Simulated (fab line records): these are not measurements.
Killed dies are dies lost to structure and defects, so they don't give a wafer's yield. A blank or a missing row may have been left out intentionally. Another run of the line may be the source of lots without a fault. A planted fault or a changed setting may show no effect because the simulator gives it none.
Which tool did it? -- flow n5Finfet -- 20 lots, 60 wafers sampled, at 6 steps of a route of 1938

## WHAT THE GAUGES READ, wafer by wafer
The record holds no reading of a measuring or inspecting step that can be judged against a usual standard deviation.

## TOOL THAT RAN EACH LOT (tool first, then ch and the chambers of the sampled wafers, then the start)
lot,N5_BEOL_M6_DESCUM_16,N5_BEOL_M6_STRIP_67,N5_BEOL_M6_HM_OPEN_17,N5_BEOL_M6_DESCUM_33,N5_BEOL_M6_ETCH_72,N5_BEOL_M6_SURFACE_TREAT_79
L075,"rieDiel-05 ch 0,2, day 8 11:58","rieDiel-05 ch 0,2, day 8 12:12","rieMetal-03 ch 0, day 8 12:14","rieDiel-04 ch 2,3, day 8 13:02","rieDiel-04 ch 2,3, day 8 13:04","pvdSputter-01, day 8 17:05"
L076,"rieDiel-02 ch 1,2, day 8 17:18","rieDiel-02 ch 1,2, day 8 17:32","rieMetal-01 ch 0,1, day 8 17:35","rieDiel-05 ch 0,1, day 8 20:25","rieDiel-05 ch 0,1, day 8 20:27","pvdSputter-02, day 8 22:07"
L077,"rieDiel-04 ch 2,3, day 9 09:04","rieDiel-04 ch 2,3, day 9 09:17","rieMetal-02 ch 0,1, day 9 09:20","rieDiel-04 ch 1,2,3, day 9 11:26","rieDiel-04 ch 1,2,3, day 9 11:29","pvdSputter-01, day 9 13:07"
L078,"rieDiel-04 ch 0,3, day 9 09:32","rieDiel-04 ch 0,3, day 9 09:46","rieMetal-02 ch 0,1, day 9 09:48","rieDiel-05 ch 0,1,2, day 9 11:37","rieDiel-05 ch 0,1,2, day 9 11:39","pvdSputter-03, day 9 13:06"
L079,"rieDiel-05 ch 0,1,3, day 9 20:31","rieDiel-05 ch 0,1,3, day 9 20:46","rieMetal-02 ch 1, day 9 20:48","rieDiel-04 ch 2,3, day 10 00:25","rieDiel-04 ch 2,3, day 10 00:26","pvdSputter-02, day 10 02:03"
L080,"rieDiel-02 ch 0,1,2, day 10 02:00","rieDiel-02 ch 0,1,2, day 10 02:14","rieMetal-02 ch 1, day 10 02:17","rieDiel-04 ch 0,1, day 10 05:57","rieDiel-04 ch 0,1, day 10 05:59","pvdSputter-03, day 10 07:53"
L081,"rieDiel-05 ch 0,1,3, day 10 11:04","rieDiel-05 ch 0,1,3, day 10 11:19","rieMetal-01 ch 0,1, day 10 11:23","rieDiel-05 ch 0,2,3, day 10 15:25","rieDiel-05 ch 0,2,3, day 10 15:26","pvdSputter-03, day 10 17:44"
L082,"rieDiel-05 ch 1,3, day 10 11:28","rieDiel-05 ch 1,3, day 10 11:42","rieMetal-01 ch 0,1, day 10 11:44","rieDiel-02 ch 0,1,2, day 10 15:01","rieDiel-02 ch 0,1,2, day 10 15:03","pvdSputter-01, day 10 17:31"
L083,"rieDiel-02 ch 0,1, day 10 20:11","rieDiel-02 ch 0,1, day 10 20:26","rieMetal-03 ch 0, day 10 20:29","rieDiel-02 ch 1,2, day 11 01:07","rieDiel-02 ch 1,2, day 11 01:09","pvdSputter-02, day 11 02:54"
L085,"rieDiel-04 ch 1,2,3, day 11 03:29","rieDiel-04 ch 1,2,3, day 11 03:43","rieMetal-03 ch 0,1, day 11 03:47","rieDiel-04 ch 1,2, day 11 04:38","rieDiel-04 ch 1,2, day 11 04:40","pvdSputter-01, day 11 06:22"
L086,"rieDiel-05 ch 0,1,2, day 12 07:24","rieDiel-05 ch 0,1,2, day 12 07:38","rieMetal-03 ch 1, day 12 07:41","rieDiel-02 ch 0,1,2, day 12 09:58","rieDiel-02 ch 0,1,2, day 12 10:00","pvdSputter-01, day 12 11:56"
L088,"rieDiel-04 ch 0,2,3, day 12 07:36","rieDiel-04 ch 0,2,3, day 12 07:50","rieMetal-01 ch 0,1, day 12 07:53","rieDiel-05 ch 0,1,2, day 12 09:56","rieDiel-05 ch 0,1,2, day 12 09:58","pvdSputter-01, day 12 11:53"
L089,"rieDiel-02 ch 0,2,3, day 13 03:34","rieDiel-02 ch 0,2,3, day 13 03:49","rieMetal-01 ch 0,1, day 13 03:51","rieDiel-04 ch 1,2,3, day 13 06:22","rieDiel-04 ch 1,2,3, day 13 06:25","pvdSputter-01, day 13 09:21"
L090,"rieDiel-04 ch 0,2, day 13 04:34","rieDiel-04 ch 0,2, day 13 04:49","rieMetal-01 ch 0,1, day 13 04:51","rieDiel-04 ch 1,3, day 13 08:29","rieDiel-04 ch 1,3, day 13 08:31","pvdSputter-02, day 13 10:08"
L093,"rieDiel-02 ch 2,3, day 13 08:04","rieDiel-02 ch 2,3, day 13 08:17","rieMetal-01 ch 1, day 13 08:20","rieDiel-04 ch 0,2, day 13 09:02","rieDiel-04 ch 0,2, day 13 09:04","pvdSputter-01, day 13 10:34"
L091,"rieDiel-05 ch 1,2,3, day 13 11:59","rieDiel-05 ch 1,2,3, day 13 12:13","rieMetal-01 ch 0,1, day 13 12:17","rieDiel-04 ch 1,2,3, day 13 12:52","rieDiel-04 ch 1,2,3, day 13 12:54","pvdSputter-01, day 13 14:38"
L092,"rieDiel-02 ch 0,2,3, day 13 15:53","rieDiel-02 ch 0,2,3, day 13 16:07","rieMetal-03 ch 0,1, day 13 16:10","rieDiel-05 ch 1,2,3, day 13 17:35","rieDiel-05 ch 1,2,3, day 13 17:37","pvdSputter-02, day 13 19:00"
L095,"rieDiel-05 ch 0,2,3, day 14 05:08","rieDiel-05 ch 0,2,3, day 14 05:23","rieMetal-02 ch 0, day 14 05:25","rieDiel-04 ch 1,3, day 14 07:23","rieDiel-04 ch 1,3, day 14 07:25","pvdSputter-03, day 14 08:58"
L094,"rieDiel-02 ch 0,2,3, day 14 12:25","rieDiel-02 ch 0,2,3, day 14 12:39","rieMetal-02 ch 0,1, day 14 12:43","rieDiel-02 ch 1,2, day 14 13:37","rieDiel-02 ch 1,2, day 14 13:39","pvdSputter-03, day 14 17:19"
L096,"rieDiel-04 ch 0,2, day 15 00:08","rieDiel-04 ch 0,2, day 15 00:23","rieMetal-03 ch 0,1, day 15 00:25","rieDiel-02 ch 1,2, day 15 03:42","rieDiel-02 ch 1,2, day 15 03:44","pvdSputter-03, day 15 05:13"
- N5_BEOL_M6_DESCUM_16: chemistry O2, time 7.9 s.
- N5_BEOL_M6_STRIP_67: strips in CF4.
- N5_BEOL_M6_HM_OPEN_17: chemistry Cl2/BCl3, target TiN, target depth 20 nm, overetch 6 nm.
- N5_BEOL_M6_DESCUM_33: chemistry O2, time 7 s.
- N5_BEOL_M6_ETCH_72: etches underlayer in N2/H2, target depth 6.5 nm, time 5.2 s.
- N5_BEOL_M6_SURFACE_TREAT_79

## WHAT THE TOOLS THEMSELVES READ (means of the sampled wafers that have a number; where no wafer has one, the mark that the record gives instead)
N5_BEOL_M6_DESCUM_16. Usual: drypumpMotorCurrentA 5.7 A, standard deviation 0.4; o2FlowSccm 225.0 sccm, standard deviation 0.64; oesProductAu 0.82 a.u., standard deviation 0.082; rfVppV 243.3 V, standard deviation 1.4; showerheadPlenumPTorr 2.09 Torr, standard deviation 0.073; throttleValvePct 20.28 %, standard deviation 0.2.
lot,tool,drypumpMotorCurrentA (A),o2FlowSccm (sccm),oesProductAu (a.u.),rfVppV (V),showerheadPlenumPTorr (Torr),throttleValvePct (%),flag
L075,rieDiel-05,6.0,224.5,0.83,243.2,2.08,20.39,
L076,rieDiel-02,5.6,225.2,0.84,244.8,2.15,20.24,
L077,rieDiel-04,6.2,225.4,0.70,243.8,2.12,20.53,
L078,rieDiel-04,5.6,224.5,0.87,242.4,2.08,20.04,
L079,rieDiel-05,5.5,225.1,0.86,243.2,2.09,20.32,
L080,rieDiel-02,5.8,225.6,0.78,243.1,2.10,20.30,
L081,rieDiel-05,5.5,224.8,0.86,242.6,2.09,20.32,
L082,rieDiel-05,5.3,224.7,0.85,244.7,2.15,20.34,
L083,rieDiel-02,5.6,224.9,0.74,241.6,2.03,20.34,
L085,rieDiel-04,5.9,224.9,0.86,244.5,2.11,20.34,
L086,rieDiel-05,6.0,225.0,0.87,243.0,2.07,20.38,
L088,rieDiel-04,5.8,225.1,0.84,242.8,2.07,20.20,
L089,rieDiel-02,5.9,224.8,0.77,243.3,2.10,20.27,
L090,rieDiel-04,5.6,224.4,0.92,242.6,2.03,20.06,
L093,rieDiel-02,5.8,224.8,0.83,243.5,2.15,20.15,
L091,rieDiel-05,5.8,224.7,0.86,244.3,2.12,20.40,
L092,rieDiel-02,5.9,225.0,0.77,242.2,2.10,20.27,
L095,rieDiel-05,5.9,225.3,0.85,243.1,2.12,20.34,
L094,rieDiel-02,5.9,225.1,0.76,242.6,2.09,20.28,
L096,rieDiel-04,5.4,225.3,0.86,242.8,2.02,19.95,

N5_BEOL_M6_STRIP_67. Usual: drypumpMotorCurrentA 5.7 A, standard deviation 0.4; oesProductAu 0.82 a.u., standard deviation 0.074; rfVppV 271.2 V, standard deviation 1.6; showerheadPlenumPTorr 1.80 Torr, standard deviation 0.059; throttleValvePct 13.46 %, standard deviation 0.2.
lot,tool,drypumpMotorCurrentA (A),oesProductAu (a.u.),rfVppV (V),showerheadPlenumPTorr (Torr),throttleValvePct (%),flag
L075,rieDiel-05,6.0,0.83,271.3,1.78,13.53,
L076,rieDiel-02,5.6,0.85,271.5,1.84,13.39,
L077,rieDiel-04,6.3,0.70,272.3,1.82,13.75,
L078,rieDiel-04,5.6,0.86,271.9,1.80,13.27,
L079,rieDiel-05,5.5,0.86,272.1,1.80,13.45,
L080,rieDiel-02,5.7,0.79,272.1,1.80,13.48,
L081,rieDiel-05,5.5,0.85,271.4,1.80,13.46,
L082,rieDiel-05,5.3,0.84,272.6,1.86,13.54,
L083,rieDiel-02,5.6,0.76,270.9,1.74,13.58,
L085,rieDiel-04,5.9,0.85,270.9,1.81,13.47,
L086,rieDiel-05,6.0,0.86,271.0,1.77,13.49,
L088,rieDiel-04,5.8,0.84,271.5,1.79,13.41,
L089,rieDiel-02,5.9,0.77,270.2,1.80,13.44,
L090,rieDiel-04,5.6,0.91,271.2,1.76,13.28,
L093,rieDiel-02,5.9,0.82,272.2,1.84,13.28,
L091,rieDiel-05,5.8,0.84,271.9,1.83,13.57,
L092,rieDiel-02,5.9,0.77,270.6,1.80,13.45,
L095,rieDiel-05,5.8,0.85,271.9,1.82,13.51,
L094,rieDiel-02,5.9,0.77,270.3,1.80,13.46,
L096,rieDiel-04,5.4,0.86,270.4,1.77,13.27,

N5_BEOL_M6_HM_OPEN_17. Usual: drypumpMotorCurrentA 5.99 A, standard deviation 0.28; oesProductAu 0.66 a.u., standard deviation 0.1; throttleValvePct 22.16 %, standard deviation 0.17.
lot,tool,drypumpMotorCurrentA (A),oesProductAu (a.u.),throttleValvePct (%),flag
L075,rieMetal-03,6.13,0.53,22.28,
L076,rieMetal-01,6.21,0.72,22.01,
L077,rieMetal-02,5.57,0.52,22.37,
L078,rieMetal-02,5.67,0.51,22.47,
L079,rieMetal-02,5.46,0.53,22.25,
L080,rieMetal-02,5.45,0.54,22.25,
L081,rieMetal-01,6.20,0.75,22.04,
L082,rieMetal-01,6.19,0.74,22.06,
L083,rieMetal-03,6.13,0.53,22.29,
L085,rieMetal-03,6.04,0.62,22.20,
L086,rieMetal-03,5.98,0.67,22.15,
L088,rieMetal-01,6.23,0.68,22.04,
L089,rieMetal-01,6.23,0.68,22.03,
L090,rieMetal-01,6.24,0.68,22.04,
L093,rieMetal-01,6.17,0.76,22.08,
L091,rieMetal-01,6.23,0.67,22.04,
L092,rieMetal-03,6.09,0.75,21.95,
L095,rieMetal-02,5.77,0.77,22.48,
L094,rieMetal-02,5.67,0.79,22.35,
L096,rieMetal-03,6.05,0.69,22.06,

N5_BEOL_M6_DESCUM_33. Usual: drypumpMotorCurrentA 5.7 A, standard deviation 0.44; o2FlowSccm 225.1 sccm, standard deviation 0.6; oesProductAu 0.82 a.u., standard deviation 0.085; rfVppV 243.3 V, standard deviation 1.1; showerheadPlenumPTorr 2.10 Torr, standard deviation 0.068; throttleValvePct 20.28 %, standard deviation 0.22.
lot,tool,drypumpMotorCurrentA (A),o2FlowSccm (sccm),oesProductAu (a.u.),rfVppV (V),showerheadPlenumPTorr (Torr),throttleValvePct (%),flag
L075,rieDiel-04,6.3,225.0,0.71,244.1,2.13,20.52,
L076,rieDiel-05,5.7,224.8,0.86,243.0,2.04,20.37,
L077,rieDiel-04,5.9,225.3,0.75,243.6,2.11,20.42,
L078,rieDiel-05,6.0,224.5,0.81,243.1,2.08,20.47,
L079,rieDiel-04,6.0,224.4,0.69,242.5,2.08,20.48,
L080,rieDiel-04,5.3,224.5,0.89,243.2,2.10,20.10,
L081,rieDiel-05,5.8,225.0,0.91,243.9,2.13,20.31,
L082,rieDiel-02,5.8,225.8,0.77,242.7,2.10,20.31,
L083,rieDiel-02,5.5,225.4,0.81,244.4,2.15,20.28,
L085,rieDiel-04,5.7,224.9,0.96,242.8,2.07,20.18,
L086,rieDiel-02,5.7,225.4,0.76,243.4,2.10,20.33,
L088,rieDiel-05,6.0,225.8,0.87,243.0,2.07,20.38,
L089,rieDiel-04,5.9,224.7,0.82,242.8,2.10,20.35,
L090,rieDiel-04,6.1,224.6,0.73,244.1,2.14,20.52,
L093,rieDiel-04,5.4,224.8,0.89,242.2,2.03,19.93,
L091,rieDiel-04,5.8,224.3,0.82,242.8,2.10,20.37,
L092,rieDiel-05,5.8,225.7,0.85,243.8,2.12,20.41,
L095,rieDiel-04,5.8,225.2,0.77,244.0,2.12,20.43,
L094,rieDiel-02,5.6,225.4,0.79,243.8,2.14,20.32,
L096,rieDiel-02,5.9,225.3,0.77,244.0,2.16,20.32,

N5_BEOL_M6_ETCH_72. Usual: value, then standard deviation, for each; drypumpMotorCurrentA 5.7 A / 0.44; etchRfOnTimeS 5.18 s / 0.084; h2FlowSccm 200.1 sccm / 0.57; oesProductAu 0.70 a.u. / 0.072; rfVppV 524.3 V / 2.7; showerheadPlenumPTorr 2.55 Torr / 0.081; throttleValvePct 17.72 % / 0.24.
lot,tool,drypumpMotorCurrentA (A),etchRfOnTimeS (s),h2FlowSccm (sccm),oesProductAu (a.u.),rfVppV (V),showerheadPlenumPTorr (Torr),throttleValvePct (%),flag
L075,rieDiel-04,6.3,5.18,200.1,0.60,524.3,2.58,17.92,
L076,rieDiel-05,5.7,5.10,199.8,0.74,521.2,2.48,17.84,
L077,rieDiel-04,5.9,5.17,200.0,0.65,524.7,2.57,17.85,
L078,rieDiel-05,6.0,5.16,199.6,0.69,522.1,2.53,17.98,
L079,rieDiel-04,6.0,5.14,199.9,0.60,523.9,2.53,17.95,
L080,rieDiel-04,5.3,5.07,200.4,0.76,524.5,2.55,17.51,
L081,rieDiel-05,5.9,5.15,199.9,0.78,524.6,2.61,17.82,
L082,rieDiel-02,5.7,5.27,200.4,0.67,525.3,2.55,17.74,
L083,rieDiel-02,5.6,5.26,199.4,0.69,526.1,2.61,17.73,
L085,rieDiel-04,5.7,5.04,199.6,0.82,522.8,2.52,17.61,
L086,rieDiel-02,5.8,5.24,200.1,0.66,523.3,2.54,17.77,
L088,rieDiel-05,6.0,5.13,200.1,0.74,523.3,2.52,17.90,
L089,rieDiel-04,5.9,5.10,199.7,0.70,525.0,2.55,17.76,
L090,rieDiel-04,6.1,5.18,200.2,0.62,525.6,2.59,17.90,
L093,rieDiel-04,5.4,5.15,199.9,0.76,522.9,2.47,17.34,
L091,rieDiel-04,5.9,5.14,200.3,0.70,524.8,2.55,17.78,
L092,rieDiel-05,5.8,5.16,200.7,0.72,525.1,2.59,17.90,
L095,rieDiel-04,5.8,5.16,199.8,0.66,525.7,2.59,17.82,
L094,rieDiel-02,5.5,5.29,200.7,0.67,525.1,2.60,17.77,
L096,rieDiel-02,5.9,5.36,200.2,0.66,527.2,2.62,17.71,

## THE ANSWER, worked out from the rows above alone
Rule: take the mean of a lot's wafers that have a number; if it is more than 3 standard deviations from the usual mean, the lot is off. A lot without any number at a reading at which 4 lots or more have one is off too. Where the step has rows for the other lots, those lots are counted as sound. The gauges are gone through in route order, then the tools' own readings, and for those a lot's mean is taken as printed above. The first step at which some lot is off is used, and at that step the reading that is off furthest; a lot without a number counts as furthest.
Across all readings shown, no lot is off: no conclusion can be drawn from this.

## WHAT THE SIMULATOR PUT IN
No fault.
